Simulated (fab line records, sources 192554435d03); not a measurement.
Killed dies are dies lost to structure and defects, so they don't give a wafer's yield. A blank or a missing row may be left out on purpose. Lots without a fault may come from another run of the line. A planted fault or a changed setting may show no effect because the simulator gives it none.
Which tool did it? | flow n5_finfet | 11 lots, 33 wafers sampled, at 3 steps of a route of 1938

WHAT THE GAUGES READ, wafer by wafer
N5_PMOS_HMC_CHANNEL_EPI_THK_MEAS_22.
lot  | measured    | on            | HMC_CMP_THK (nm)
L075 | day 2 02:28 | film_metro-01 | 53.7 53.5 53.8
L077 | day 2 13:40 | film_metro-01 | 53.5 54.4 53.4
L079 | day 3 01:58 | film_metro-01 | 54.1 54.0 54.5
L081 | day 3 13:53 | film_metro-02 | 54.9 54.2 55.5
L083 | day 4 01:53 | film_metro-01 | 54.3 54.3 53.3
L085 | day 4 13:36 | film_metro-01 | 53.9 53.7 54.0
L088 | day 5 07:41 | film_metro-01 | 54.0 53.6 54.7
L090 | day 5 20:38 | film_metro-01 | 54.5 54.2 54.1
L092 | day 6 07:53 | film_metro-01 | 53.9 53.7 53.7
L094 | day 6 20:01 | film_metro-01 | 54.3 53.9 54.7
L096 | day 7 07:28 | film_metro-01 | 53.5 53.5 53.4

WHICH TOOL RAN EACH LOT (tool, then ch and the chambers of the sampled wafers, then the start)
lot  | N5_PMOS_HMC_CHANNEL_EPI_ETCH_32   | N5_PMOS_HMC_CHANNEL_EPI_HM_OPEN_15
L075 | rie_diel-04 ch 1,3, day 1 23:50   | rie_diel-04 ch 1,3, day 1 23:53
L077 | rie_diel-01 ch 0,1, day 2 11:24   | rie_diel-01 ch 0,1, day 2 11:26
L079 | rie_diel-02 ch 0,1,2, day 2 23:44 | rie_diel-02 ch 0,1,2, day 2 23:47
L081 | rie_diel-02 ch 0,3, day 3 11:40   | rie_diel-02 ch 0,3, day 3 11:43
L083 | rie_diel-02 ch 0,3, day 3 23:37   | rie_diel-02 ch 0,3, day 3 23:40
L085 | rie_diel-01 ch 1,3, day 4 11:19   | rie_diel-01 ch 1,3, day 4 11:22
L088 | rie_diel-04 ch 0,1,3, day 5 04:58 | rie_diel-04 ch 0,1,3, day 5 05:01
L090 | rie_diel-01 ch 1,2,3, day 5 18:00 | rie_diel-01 ch 1,2,3, day 5 18:02
L092 | rie_diel-01 ch 0,1, day 6 05:14   | rie_diel-01 ch 0,1, day 6 05:17
L094 | rie_diel-01 ch 1,2, day 6 17:48   | rie_diel-01 ch 1,2, day 6 17:50
L096 | rie_diel-01 ch 1,2, day 7 05:14   | rie_diel-01 ch 1,2, day 7 05:16
- N5_PMOS_HMC_CHANNEL_EPI_ETCH_32: etches BARC in N2/H2, stops on SiO2, target depth 85.8 nm, time 50.3 s.
- N5_PMOS_HMC_CHANNEL_EPI_HM_OPEN_15: chemistry CHF3/O2, target SiO2, target depth 40.6 nm, time 20.3 s.

THE ANSWER, worked out from the rows above alone
Rule: what is usual is taken from the lots themselves. Put in order of their means at a reading, lots are off if they are a third of the lots or fewer, leave a main group of 4 or more, and stand apart from it by a gap of 3 or more times the standard deviation of the main group's means; of several such gaps the widest counts. A main group whose means are all the same, to the digits that the tables above print for the reading, isn't used. A lot without any number at a reading at which 4 lots or more have one is off too. The other lots that the step has rows for count as sound.
No lot is off at any reading shown: from this, nothing can be told.

WHAT THE SIMULATOR HAD PUT IN
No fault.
